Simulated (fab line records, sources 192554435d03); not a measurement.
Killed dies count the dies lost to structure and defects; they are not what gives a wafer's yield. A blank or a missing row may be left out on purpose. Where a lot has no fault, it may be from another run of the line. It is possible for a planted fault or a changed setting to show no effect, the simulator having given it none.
Matching of chambers / flow n5_finfet / rie_diel-01 running N5_BEOL_M15_STRIP_36: 4 sister chambers
The step strips in O2. 14 wafers are shown with their chamber, then 7 later ones without.

EACH WAFER AND ITS CHAMBER
wafer=L075.1; chamber=3; drypump_motor_current_A (A)=5.2; showerhead_plenum_p_Torr (Torr)=2.08; oes_product_au (a.u.)=0.74
wafer=L075.3; chamber=1; drypump_motor_current_A (A)=5.8; showerhead_plenum_p_Torr (Torr)=2.22; oes_product_au (a.u.)=0.82
wafer=L075.4; chamber=0; drypump_motor_current_A (A)=6.2; showerhead_plenum_p_Torr (Torr)=2.17; oes_product_au (a.u.)=0.68
wafer=L077.2; chamber=0; drypump_motor_current_A (A)=6.2; showerhead_plenum_p_Torr (Torr)=2.16; oes_product_au (a.u.)=0.67
wafer=L077.5; chamber=1; drypump_motor_current_A (A)=5.8; showerhead_plenum_p_Torr (Torr)=2.22; oes_product_au (a.u.)=0.81
wafer=L077.6; chamber=0; drypump_motor_current_A (A)=6.1; showerhead_plenum_p_Torr (Torr)=2.17; oes_product_au (a.u.)=0.69
wafer=L078.1; chamber=0; drypump_motor_current_A (A)=6.2; showerhead_plenum_p_Torr (Torr)=2.16; oes_product_au (a.u.)=0.69
wafer=L078.5; chamber=2; drypump_motor_current_A (A)=4.8; showerhead_plenum_p_Torr (Torr)=2.21; oes_product_au (a.u.)=0.87
wafer=L078.6; chamber=1; drypump_motor_current_A (A)=5.8; showerhead_plenum_p_Torr (Torr)=2.22; oes_product_au (a.u.)=0.83
wafer=L081.1; chamber=3; drypump_motor_current_A (A)=5.2; showerhead_plenum_p_Torr (Torr)=2.08; oes_product_au (a.u.)=0.73
wafer=L081.5; chamber=3; drypump_motor_current_A (A)=5.2; showerhead_plenum_p_Torr (Torr)=2.08; oes_product_au (a.u.)=0.74
wafer=L081.6; chamber=0; drypump_motor_current_A (A)=6.2; showerhead_plenum_p_Torr (Torr)=2.16; oes_product_au (a.u.)=0.68
wafer=L083.2; chamber=0; drypump_motor_current_A (A)=6.2; showerhead_plenum_p_Torr (Torr)=2.16; oes_product_au (a.u.)=0.67
wafer=L083.4; chamber=1; drypump_motor_current_A (A)=5.8; showerhead_plenum_p_Torr (Torr)=2.22; oes_product_au (a.u.)=0.81

SIGNATURES (means of the wafers above)
reading=drypump_motor_current_A; chamber 0=6.183; chamber 1=5.800; chamber 2=4.800; chamber 3=5.200; scatter within a chamber=0.0289
reading=showerhead_plenum_p_Torr; chamber 0=2.1633; chamber 1=2.2200; chamber 2=2.2100; chamber 3=2.0800; scatter within a chamber=0.00365
reading=oes_product_au; chamber 0=0.6800; chamber 1=0.8175; chamber 2=0.8700; chamber 3=0.7367; scatter within a chamber=0.00861
Rule: a wafer's distance from a chamber is the root of the sum, over the readings, of the square of ((its reading less the chamber's mean) divided by the reading's scatter). If the next closest chamber is less than 2 further off than the closest, the wafer can't be placed; otherwise it belongs to the closest. The scatter is the square root of a quotient: the sum, over the shown wafers, of each reading's squared deviation from its chamber's mean, divided by wafers minus chambers.

WAFERS WITH NO CHAMBER GIVEN
wafer=L083.5; drypump_motor_current_A (A)=6.2; showerhead_plenum_p_Torr (Torr)=2.16; oes_product_au (a.u.)=0.68
wafer=L088.3; drypump_motor_current_A (A)=6.1; showerhead_plenum_p_Torr (Torr)=2.16; oes_product_au (a.u.)=0.67
wafer=L088.5; drypump_motor_current_A (A)=5.2; showerhead_plenum_p_Torr (Torr)=2.07; oes_product_au (a.u.)=0.72
wafer=L088.6; drypump_motor_current_A (A)=6.2; showerhead_plenum_p_Torr (Torr)=2.16; oes_product_au (a.u.)=0.68
wafer=L092.4; drypump_motor_current_A (A)=5.2; showerhead_plenum_p_Torr (Torr)=2.07; oes_product_au (a.u.)=0.72
wafer=L092.5; drypump_motor_current_A (A)=4.8; showerhead_plenum_p_Torr (Torr)=2.20; oes_product_au (a.u.)=0.85
wafer=L092.6; drypump_motor_current_A (A)=5.2; showerhead_plenum_p_Torr (Torr)=2.07; oes_product_au (a.u.)=0.73

WHICH CHAMBER EACH ONE RAN IN
wafer=L083.5; from the rows above=0; in truth=0
wafer=L088.3; from the rows above=0; in truth=0
wafer=L088.5; from the rows above=3; in truth=3
wafer=L088.6; from the rows above=0; in truth=0
wafer=L092.4; from the rows above=3; in truth=3
wafer=L092.5; from the rows above=2; in truth=2
wafer=L092.6; from the rows above=3; in truth=3
7 of 7 placed correctly. Can't be placed from these rows: 0. Number placed wrongly: 0.
